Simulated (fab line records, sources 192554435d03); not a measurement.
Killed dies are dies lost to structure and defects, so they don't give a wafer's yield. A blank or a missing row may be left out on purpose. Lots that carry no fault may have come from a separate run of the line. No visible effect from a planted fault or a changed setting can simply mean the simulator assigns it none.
Split-lot experiment / flow n5-finfet / 7 lots, 21 wafers read, on a route of 1938 steps

ON THE SPLIT
At N5_BEOL_M4_PECVD_72 (deposits SiO2 from TEOS/O2, target thk 16 nm, time 18 s), the setting time-s was moved away from the recipe's 18 s on 5 of the 21 wafers read, by -12.7% to +11.7%. The other wafers ran this setting at the recipe's value.

FROM THE SPLIT TO THE READING: what the file shows between them, 3 steps
- N5_BEOL_M4_HM_DEP_02: deposits TiN, target thk 20 nm
- N5_BEOL_M4_COAT_61: time 60 s, resist thk 60 nm
- N5_BEOL_M4_STRIP_97: strips in N2/H2, time 10 s

THE READING
SiO2_of_BEOL_M4_PECVD_72.thk-nm (the simulator's own value, which no gauge read), in nm, at N5_BEOL_M4_HM_STRIP_39 (strips TiN in peroxide tin strip, target depth 25 nm, time 158 s). There is no usual value for it anywhere in the file. The 16 wafers here that ran the recipe average 16.0 nm, standard deviation 0.25 nm.

wafer=L074.2; tool, chamber at the split=pecvd-04, 2; time-s as run, s=18; against the recipe=recipe; SiO2_of_BEOL_M4_PECVD_72.thk-nm, nm=15.8; against lot-mates on the recipe=-
wafer=L074.3; tool, chamber at the split=pecvd-04, 0; time-s as run, s=16.34; against the recipe=-9.2%; SiO2_of_BEOL_M4_PECVD_72.thk-nm, nm=14.6; against lot-mates on the recipe=-1.3
wafer=L074.5; tool, chamber at the split=pecvd-04, 0; time-s as run, s=18; against the recipe=recipe; SiO2_of_BEOL_M4_PECVD_72.thk-nm, nm=16; against lot-mates on the recipe=-
wafer=L078.2; tool, chamber at the split=pecvd-02, 2; time-s as run, s=18; against the recipe=recipe; SiO2_of_BEOL_M4_PECVD_72.thk-nm, nm=15.8; against lot-mates on the recipe=-
wafer=L078.4; tool, chamber at the split=pecvd-02, 0; time-s as run, s=18; against the recipe=recipe; SiO2_of_BEOL_M4_PECVD_72.thk-nm, nm=16.2; against lot-mates on the recipe=-
wafer=L078.5; tool, chamber at the split=pecvd-02, 1; time-s as run, s=18; against the recipe=recipe; SiO2_of_BEOL_M4_PECVD_72.thk-nm, nm=16.4; against lot-mates on the recipe=-
wafer=L082.1; tool, chamber at the split=pecvd-02, 2; time-s as run, s=18; against the recipe=recipe; SiO2_of_BEOL_M4_PECVD_72.thk-nm, nm=16; against lot-mates on the recipe=-
wafer=L082.3; tool, chamber at the split=pecvd-02, 0; time-s as run, s=19.49; against the recipe=+8.3%; SiO2_of_BEOL_M4_PECVD_72.thk-nm, nm=17.6; against lot-mates on the recipe=+1.3
wafer=L082.5; tool, chamber at the split=pecvd-02, 0; time-s as run, s=18; against the recipe=recipe; SiO2_of_BEOL_M4_PECVD_72.thk-nm, nm=16.6; against lot-mates on the recipe=-
wafer=L088.3; tool, chamber at the split=pecvd-04, 2; time-s as run, s=16.41; against the recipe=-8.8%; SiO2_of_BEOL_M4_PECVD_72.thk-nm, nm=14.6; against lot-mates on the recipe=-1.2
wafer=L088.4; tool, chamber at the split=pecvd-04, 1; time-s as run, s=18; against the recipe=recipe; SiO2_of_BEOL_M4_PECVD_72.thk-nm, nm=15.8; against lot-mates on the recipe=-
wafer=L088.6; tool, chamber at the split=pecvd-04, 1; time-s as run, s=18; against the recipe=recipe; SiO2_of_BEOL_M4_PECVD_72.thk-nm, nm=15.8; against lot-mates on the recipe=-
wafer=L094.1; tool, chamber at the split=pecvd-02, 2; time-s as run, s=20.1; against the recipe=+11.7%; SiO2_of_BEOL_M4_PECVD_72.thk-nm, nm=17.4; against lot-mates on the recipe=+1.4
wafer=L094.5; tool, chamber at the split=pecvd-02, 2; time-s as run, s=18; against the recipe=recipe; SiO2_of_BEOL_M4_PECVD_72.thk-nm, nm=15.8; against lot-mates on the recipe=-
wafer=L094.6; tool, chamber at the split=pecvd-02, 1; time-s as run, s=18; against the recipe=recipe; SiO2_of_BEOL_M4_PECVD_72.thk-nm, nm=16.2; against lot-mates on the recipe=-
wafer=L095.1; tool, chamber at the split=pecvd-01, 1; time-s as run, s=18; against the recipe=recipe; SiO2_of_BEOL_M4_PECVD_72.thk-nm, nm=15.6; against lot-mates on the recipe=-
wafer=L095.2; tool, chamber at the split=pecvd-01, 2; time-s as run, s=15.72; against the recipe=-12.7%; SiO2_of_BEOL_M4_PECVD_72.thk-nm, nm=13.6; against lot-mates on the recipe=-2.2
wafer=L095.4; tool, chamber at the split=pecvd-01, 0; time-s as run, s=18; against the recipe=recipe; SiO2_of_BEOL_M4_PECVD_72.thk-nm, nm=16; against lot-mates on the recipe=-
wafer=L096.4; tool, chamber at the split=pecvd-02, 1; time-s as run, s=18; against the recipe=recipe; SiO2_of_BEOL_M4_PECVD_72.thk-nm, nm=16.2; against lot-mates on the recipe=-
wafer=L096.5; tool, chamber at the split=pecvd-02, 0,2; time-s as run, s=18; against the recipe=recipe; SiO2_of_BEOL_M4_PECVD_72.thk-nm, nm=15.8; against lot-mates on the recipe=-
wafer=L096.6; tool, chamber at the split=pecvd-02, 0,2; time-s as run, s=18; against the recipe=recipe; SiO2_of_BEOL_M4_PECVD_72.thk-nm, nm=16; against lot-mates on the recipe=-
Where a row lists several chambers, the file gives one row for several wafers and doesn't say which wafer went through which chamber.

FIT RESULTS
A straight line over all 21 wafers: SiO2_of_BEOL_M4_PECVD_72.thk-nm changes by +0.161 nm for each +1% of time-s; r = +0.95; the points scatter about the line by 0.28 nm.
The same after taking each lot's own level away (the mean of its wafers on the recipe; 21 wafers): +0.146 nm for each +1%; r = +0.96; scatter 0.21 nm.
Per that fit: largest time-s move, reading shift of 1.9 nm.
Measured against the standard deviation above, the lots' own levels, which go from 15.80 to 16.30 nm, span 2.0 times it.
The two slopes are in agreement: the lot-to-lot level therefore moves the slope only a little.
Check: with one of the wafers moved furthest among these (-12.7%) left out of the fit, the line predicts -1.71 nm for it against its lot-mates. It came out at -2.2 nm against them.

ADDITIONAL SPLITS CARRIED BY THESE WAFERS
Note: prior to the reading, these wafers also went through further splits. Each is held against what the fit with the lots' levels taken away leaves over:
other split on the same wafers=N5_BEOL_M0_SAQP_COAT_34 spin-rpm; wafers away from the commonest value=4; r with SiO2_of_BEOL_M4_PECVD_72.thk-nm (lot level and that fit taken away)=+0.12
other split on the same wafers=N5_BEOL_M1_ILD_DEP_00 time-s; wafers away from the commonest value=5; r with SiO2_of_BEOL_M4_PECVD_72.thk-nm (lot level and that fit taken away)=+0.13
other split on the same wafers=N5_BEOL_M1_COAT_61 spin-rpm; wafers away from the commonest value=7; r with SiO2_of_BEOL_M4_PECVD_72.thk-nm (lot level and that fit taken away)=-0.07
other split on the same wafers=N5_BEOL_M2_ILD_DEP_00 time-s; wafers away from the commonest value=7; r with SiO2_of_BEOL_M4_PECVD_72.thk-nm (lot level and that fit taken away)=+0.14
other split on the same wafers=N5_BEOL_M3_ILD_DEP_00 time-s; wafers away from the commonest value=11; r with SiO2_of_BEOL_M4_PECVD_72.thk-nm (lot level and that fit taken away)=+0.22
other split on the same wafers=N5_BEOL_M3_PECVD_72 time-s; wafers away from the commonest value=5; r with SiO2_of_BEOL_M4_PECVD_72.thk-nm (lot level and that fit taken away)=-0.19
other split on the same wafers=N5_BEOL_M3_ETCH_41 target-depth-a; wafers away from the commonest value=10; r with SiO2_of_BEOL_M4_PECVD_72.thk-nm (lot level and that fit taken away)=+0.22

THE WHOLE CHAIN: every reading that the file lists as answering this split, in the file's order
step=N5_BEOL_M4_PECVD_72; what it does=deposits SiO2 from TEOS/O2, target thk 16 nm, time 18 s; reading=SiO2_of_BEOL_M4_PECVD_72.thk-nm (the simulator's own value, which no gauge read); change (the file's fit)=+0.144 nm for each +1% of the setting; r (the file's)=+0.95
step=N5_BEOL_M4_HM_STRIP_39; what it does=strips TiN in peroxide tin strip, target depth 25 nm, time 158 s; reading=SiO2_of_BEOL_M4_PECVD_72.thk-nm (the simulator's own value, which no gauge read); change (the file's fit)=+0.147 nm for each +1% of the setting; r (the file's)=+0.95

THE FILE'S OWN FIT
SiO2_of_BEOL_M4_PECVD_72.thk-nm changes by +0.147 nm for each +1% of time-s, r = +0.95.
